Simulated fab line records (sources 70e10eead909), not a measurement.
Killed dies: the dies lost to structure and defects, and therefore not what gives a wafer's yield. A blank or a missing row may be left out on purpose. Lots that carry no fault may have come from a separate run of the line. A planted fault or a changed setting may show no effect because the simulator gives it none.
One fault through the eyes of 2 desks :: flow nand-harc :: numbers are kept per desk, each desk with only its own; the story behind them comes last

== FROM THE METROLOGY DESK ==
What the gauges read, lot by lot, whatever tool the lot ran on: means of the sampled wafers that have a number. The brackets show how far a lot's mean lies from the usual mean; more than 4 standard deviations puts the lot out of limits, marked OUT.
Columns: A = cd-nm at NHARC_P_M1_CD_MEAS_09, usual 130.3 nm; B = overlay-x-nm at NHARC_P_M1_OVL_MEAS_10, usual 0.1 nm; C = overlay-y-nm at NHARC_P_M1_OVL_MEAS_10, usual -0.1 nm
lot: L925
first seen here: day 6 08:20
A: 130.2
B: 0.3
C: -1.7

lot: L924
first seen here: day 6 09:07
A: 130.1
B: 0.1
C: 0.2

lot: L926
first seen here: day 6 22:43
A: 129.8
B: 1.5
C: 0.6

lot: L931
first seen here: day 9 04:42
A: 129.4
B: 0.5
C: -0.6

lot: L932
first seen here: day 9 19:35
A: 129.9
B: -0.3
C: 1.0

lot: L935
first seen here: day 10 23:03
A: 131.0
B: -0.4
C: 0.2

lot: L937
first seen here: day 12 08:52
A: 130.5
B: -0.1
C: 0.7

lot: L939
first seen here: day 12 09:23
A: 130.1
B: 0.8
C: 0.1

lot: L943
first seen here: day 14 01:31
A: 131.4
B: 1.5
C: -0.4

lot: L944
first seen here: day 14 13:28
A: 130.1
B: -0.9
C: -0.3

lot: L945
first seen here: day 14 21:25
A: 131.2
B: -1.1
C: -0.9

lot: L946
first seen here: day 15 11:19
A: 131.1
B: -0.7
C: -0.6
This desk's finding: nothing out of limits on any of the 12 lots.

== DESK OF THE TOOL OWNER: rie-diel-04 ==
The tool's own readings at NHARC_P_M1_ETCH_15 (etches the open film in C4F8/Ar, target depth 182.5 nm, time 91.2 s): means of the sampled wafers that have a number, for each lot that ran on this tool. The brackets show how far a lot's mean lies from the usual mean; more than 4 standard deviations puts the lot out of limits, marked OUT.
Columns: A = bias-w at NHARC_P_M1_ETCH_15, usual 299.9 W; B = chamber-pressure-mTorr at NHARC_P_M1_ETCH_15, usual 25.000 mTorr; C = oes-product-au at NHARC_P_M1_ETCH_15, usual 0.957 a.u.; D = rf-vpp-V at NHARC_P_M1_ETCH_15, usual 440 V
lot: L931
first seen here: day 9 05:04
A: 299.9
B: 25.002
C: 0.971
D: 438

lot: L932
first seen here: day 9 19:57
A: 300.0
B: 24.999
C: 0.933
D: 437

lot: L935
first seen here: day 10 23:26
A: 300.1
B: 24.994
C: 0.944
D: 439

lot: L944
first seen here: day 14 13:49
A: 300.2
B: 25.002
C: 0.930
D: 439

lot: L946
first seen here: day 15 11:41
A: 300.4
B: 25.009
C: 0.961
D: 438
This desk's finding: nothing out of limits on any of the 5 lots.

== PUT TOGETHER ==
Nothing out of limits was seen by the metrology desk.
The desk of the tool owner found nothing out of limits.

== WHAT WAS PUT IN BY THE SIMULATOR ==
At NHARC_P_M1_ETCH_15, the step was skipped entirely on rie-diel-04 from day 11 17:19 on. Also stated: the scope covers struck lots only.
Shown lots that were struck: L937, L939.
